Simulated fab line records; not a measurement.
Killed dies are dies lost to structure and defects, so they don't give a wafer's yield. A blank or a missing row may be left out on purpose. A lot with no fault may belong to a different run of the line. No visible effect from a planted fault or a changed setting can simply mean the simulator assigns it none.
A struck lot beside a sound one | flow nand_harc | 14 out of 1159 route steps
Sound: wafers L657.4, L657.5, L657.6. Struck: wafer L668.2. (L668.4, L668.6 of the same lot were not struck and are left out.) The cause comes at the end.
Per side, at each step with rows, come the tool, then ch with its chambers, and then its first start. Under that, the readings that differ: sound wafers | struck wafers | difference of the means | sigmas: that difference in standard deviations of wafers without a fault.
alike: a reading whose means differ by less than 2 such deviations, as well as words and numbers matching on both sides. not compared: withheld readings; readings where some wafer has no value; bounds like >300 that might hide an equal value; numbers whose values overlap and for which the record gives no deviation.
Wherever a step has rows on one side only, a row that says differs or no value, or a row with sigmas, the two part there. Numbers that don't overlap but have no deviation are shown without sigmas and don't part them. A reading missing from all wafers of one side parts the sides only when that side holds two or more wafers.

first, 1 step without rows for these wafers: NHARC_A_STAIRCASE_TRIM_14 (chemistry O2, time 211.2 s).
NHARC_A_STAIRCASE_ETCH_15: etches the open film in C4F8/O2, target depth 100 nm, time 40.5 s.
  sound: rie_diel-06 ch 1,2,3; struck: rie_diel-06 ch 2
  alike: bias_w, oes_product_au, rf_vpp_V, run_length_s
  not compared: rf_hours_counter_h
then, 3 steps without rows for these wafers: NHARC_A_STAIRCASE_TRIM_16 (chemistry O2, time 211.2 s); NHARC_A_STAIRCASE_ETCH_17 (etches the open film in C4F8/O2, target depth 100 nm, time 40.5 s); NHARC_A_STAIRCASE_TRIM_18 (chemistry O2, time 211.2 s).
NHARC_A_STAIRCASE_ETCH_19: etches the open film in C4F8/O2, target depth 100 nm, time 40.5 s.
  sound: rie_diel-06 ch 2,3; struck: rie_diel-06 ch 2
  alike: bias_w, oes_product_au, rf_vpp_V, run_length_s
  not compared: rf_hours_counter_h
then, 2 steps without rows for these wafers: NHARC_A_STAIRCASE_TRIM_20 (chemistry O2, time 211.2 s); NHARC_A_STAIRCASE_ETCH_21 (etches the open film in C4F8/O2, target depth 100 nm, time 40.5 s).
NHARC_A_STAIRCASE_TRIM_22: chemistry O2, time 211.2 s.
  sound: rie_diel-06 ch 1,2; struck: rie_diel-06 ch 2
  alike: drypump_motor_current_A, oes_product_au, rf_vpp_V, showerhead_plenum_p_Torr, throttle_valve_pct
  not compared: rf_hours_counter_h
NHARC_A_STAIRCASE_ETCH_23: etches the open film in C4F8/O2, target depth 100 nm, time 40.5 s.
  sound: rie_diel-06 ch 1,2,3; struck: rie_diel-06 ch 1
  alike: bias_w, oes_product_au, rf_vpp_V, run_length_s
  not compared: rf_hours_counter_h
then, 1 step without rows for these wafers: NHARC_A_STAIRCASE_TRIM_24 (chemistry O2, time 211.2 s).
NHARC_A_STAIRCASE_ETCH_25: etches the open film in C4F8/O2, target depth 100 nm, time 40.5 s.
  sound on rie_diel-06 ch 0,3, day 10 18:23; struck on rie_diel-06 ch 1, day 14 18:58
  reading          | sound          | struck | difference | sigmas
  run_length_s (s) | 61.7 61.6 61.7 | 72.1   | +10.4      | +34
  alike: bias_w, oes_product_au, rf_vpp_V
  not compared: rf_hours_counter_h
NHARC_A_STAIRCASE_TRIM_26: chemistry O2, time 211.2 s.
  sound: rie_diel-06 ch 0,2,3; struck: rie_diel-06 ch 1
  reading                     | sound       | struck | difference | sigmas
  drypump_motor_current_A (A) | 5.7 6.4 5.9 | 5.1    | -0.9       | -2
  alike: oes_product_au, rf_vpp_V, showerhead_plenum_p_Torr, throttle_valve_pct
  not compared: rf_hours_counter_h
-- break in the record here, with 9 days between the starts of the struck wafers on either side (left off in module A_STAIRCASE, picked up again in module END, where the first step shown is number 1159 on the route) --
NHARC_END_SORT_01:
  here the record holds rows for the struck wafers (prober-01 ch 0, day 23 13:30) but none for the sound ones

== WHERE THEY PART ==
Earliest at NHARC_A_STAIRCASE_ETCH_25; latest, in this record, at NHARC_END_SORT_01.

WHY: what had been put in by the simulator
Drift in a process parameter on rie_diel-06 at NHARC_A_STAIRCASE_ETCH_25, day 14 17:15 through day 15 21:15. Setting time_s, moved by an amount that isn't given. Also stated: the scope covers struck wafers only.
